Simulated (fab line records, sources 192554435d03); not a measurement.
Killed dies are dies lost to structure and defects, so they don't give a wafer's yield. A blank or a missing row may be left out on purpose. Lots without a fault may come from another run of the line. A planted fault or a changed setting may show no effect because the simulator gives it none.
A struck lot beside a sound one | flow n5_finfet | 39 steps out of a route of 1938
Sound: wafers L205.1, L205.4, L205.6. Struck: wafers L188.2, L188.5, L188.6. The cause comes at the end.
At each step with rows: each side's tool, then ch and its chambers, then its first start. Under that, the readings that differ: sound wafers | struck wafers | difference of the means | sigmas: that difference in standard deviations of wafers without a fault.
alike: readings whose means differ by less than 2 such deviations, and words and numbers that are the same on both sides. not compared: withheld readings, readings that some wafer has no value for, bounds like >300 that may hide the same value, and numbers for which the record gives no deviation and whose values overlap.
The two part at a step that has a row with sigmas, a row that says differs or no value, or rows on one side only. Numbers that don't overlap but have no deviation are shown without sigmas and don't part them. A reading that every wafer of one side lacks parts them only if that side has two wafers or more.

first, 12 steps without rows for these wafers: N5_SD_EPI_N_ETCH_34 (etches SiARC in CF4, target depth 45.5 nm, time 75.8 s); N5_SD_EPI_N_ETCH_35 (etches SOC in N2/H2, overetch 108 nm, time 486 s); N5_SD_EPI_N_STRIP_36 (strips in N2/H2); N5_SD_EPI_N_ETCHBACK_44 (etches SiNx in CH3F/O2, stops on SiO2, target depth 14.5 nm); N5_SD_EPI_N_ETCH_45 (etches SiOCN in CH3F/O2, target depth 6 nm); N5_SD_EPI_N_ETCH_16 (etches SiO2 in CHF3/O2, target depth 5 nm); N5_SD_EPI_N_STRIP_47 (strips in CHF3/O2); N5_SD_EPI_N_SD_RECESS_17 (chemistry HBr/Cl2/O2, target depth 41 nm, time 23.7 s, bt time 3 s); N5_SD_EPI_N_STRIP_38 (strips in N2/H2); N5_SD_EPI_N_WET_ETCH_43 (etches SiO2 in dHF, time 14 s, target depth 1.5 nm); N5_SD_EPI_N_STRIP_18 (strips in SPM, time 750 s); N5_SD_EPI_N_SRD_20 (time 30 s).
N5_SD_EPI_N_PRECLEAN_48: cleans in NF3:NH3, afs cycles 2, time 20 s, sublimation time 60 s.
  sound on epi_rpcvd-03 ch 0, day 8 15:09; struck on epi_rpcvd-02, day 4 08:49
  no value came back on the struck wafers for afs_cycles, chamber_pressure_Torr (Torr); on the sound wafers afs_cycles reads 2 2 2
  reading                                  | sound       | struck      | difference | sigmas
  model.SiNx_of_SPACER0_ALD_08.thk_nm (nm) | 1.2 1.4 1.2 | 1.6 1.6 1.6 | +0.3       |
then, 1 step without rows for these wafers: N5_SD_EPI_N_VAPOR_ETCH_50 (etches Si in HCl, time 54 s).
N5_SD_EPI_N_EPI_21: deposits Si:P, time 690 s.
  sound on epi_rpcvd-03 ch 0, day 8 15:52; struck on epi_rpcvd-02 ch 0, day 4 09:34
  reading                                   | sound          | struck    | difference | sigmas
  model.Si-P_of_SD_EPI_N_EPI_21.thk_nm (nm) | 58.4 58.4 58.8 | 1 0.8 0.2 | -58        |
then, 22 steps without rows for these wafers: N5_SD_EPI_N_PRECLEAN_24 (cleans in O3/DIW, time 60 s); N5_SD_EPI_N_SRD_25 (time 30 s); N5_SD_EPI_N_PRECLEAN_49 (cleans in NF3:NH3, afs cycles 1, time 20 s, sublimation time 60 s); N5_SD_EPI_N_LINER_46 (material SiNx, target thk 3 nm); N5_SD_EPI_P_COAT_34 (time 60 s, resist thk 350 nm); N5_SD_EPI_P_COAT_35 (time 60 s, resist thk 35 nm); N5_SD_EPI_P_COAT_03 (resist thk 150 nm); N5_SD_EPI_P_EBR_05; N5_SD_EPI_P_SOFTBAKE_04 (time 60 s); N5_SD_EPI_P_EXPOSE_06 (exposes mask SD P BLK, target cd 240 nm); N5_SD_EPI_P_PEB_07 (peb time 60 s); N5_SD_EPI_P_DEVELOP_08 (develop time 30 s); N5_SD_EPI_P_DESCUM_14 (chemistry O2, time 7.9 s); N5_SD_EPI_P_ETCH_36 (etches SiARC in CF4, target depth 45.5 nm, time 75.8 s); N5_SD_EPI_P_ETCH_37 (etches SOC in N2/H2, overetch 108 nm, time 486 s); N5_SD_EPI_P_STRIP_38 (strips in N2/H2); N5_SD_EPI_P_ETCHBACK_46 (etches SiNx in CH3F/O2, stops on SiO2, target depth 17.5 nm); N5_SD_EPI_P_ETCH_47 (etches SiOCN in CH3F/O2, target depth 25 nm); N5_SD_EPI_P_ETCH_16 (etches SiO2 in CHF3/O2, target depth 5 nm); N5_SD_EPI_P_STRIP_50 (strips in CHF3/O2); N5_SD_EPI_P_SD_RECESS_17 (chemistry HBr/Cl2/O2, target depth 39.1 nm, bt time 3 s); N5_SD_EPI_P_WET_ETCH_45 (etches SiO2 in dHF, time 10.7 s, target depth 2 nm, rinse time 30 s).
N5_MOL_CONTACT_COAG_ETCH_15: etches SiNx in CH3F/O2, stops on Si:P, target depth 7 nm.
  sound on rie_diel-04 ch 2,3, day 10 05:45; struck on rie_diel-03 ch 1,3, day 5 21:25
  reading                                   | sound        | struck    | difference | sigmas
  model.Si-P_of_SD_EPI_N_EPI_21.thk_nm (nm) | 57.6 57.6 58 | 1 0.8 0.2 | -57        |
  alike: bias_w, drypump_motor_current_A, oes_f_703_au, oes_product_au, rf_vpp_V, showerhead_plenum_p_Torr, throttle_valve_pct
  not compared: rf_hours_counter_h
-- the record jumps here: 8 days lie between the struck wafers' starts before and after (it left off in module MOL_CONTACT_COAG and takes up again in module PASSIVATION, whose first step shown is number 1936 of the route) --
N5_PASSIVATION_PROBE_49:
  sound on prober-01, day 19 23:17; struck on prober-01, day 13 16:25
  reading         | sound       | struck    | difference | sigmas
  killed_at_M4_up | 20 30 29    | 16 6 14   | -14        | -2
  killed_dies     | 125 119 145 | 89 84 102 | -38        | -2
  killed_open     | 87 94 86    | 56 52 81  | -26        | -2
  alike: killed_at_M0_to_M3, killed_at_contacts, killed_at_front_end, killed_at_other, killed_short

WHERE THEY PART
First at N5_SD_EPI_N_PRECLEAN_48; last, within this record, at N5_PASSIVATION_PROBE_49.

WHY: what the simulator had put in
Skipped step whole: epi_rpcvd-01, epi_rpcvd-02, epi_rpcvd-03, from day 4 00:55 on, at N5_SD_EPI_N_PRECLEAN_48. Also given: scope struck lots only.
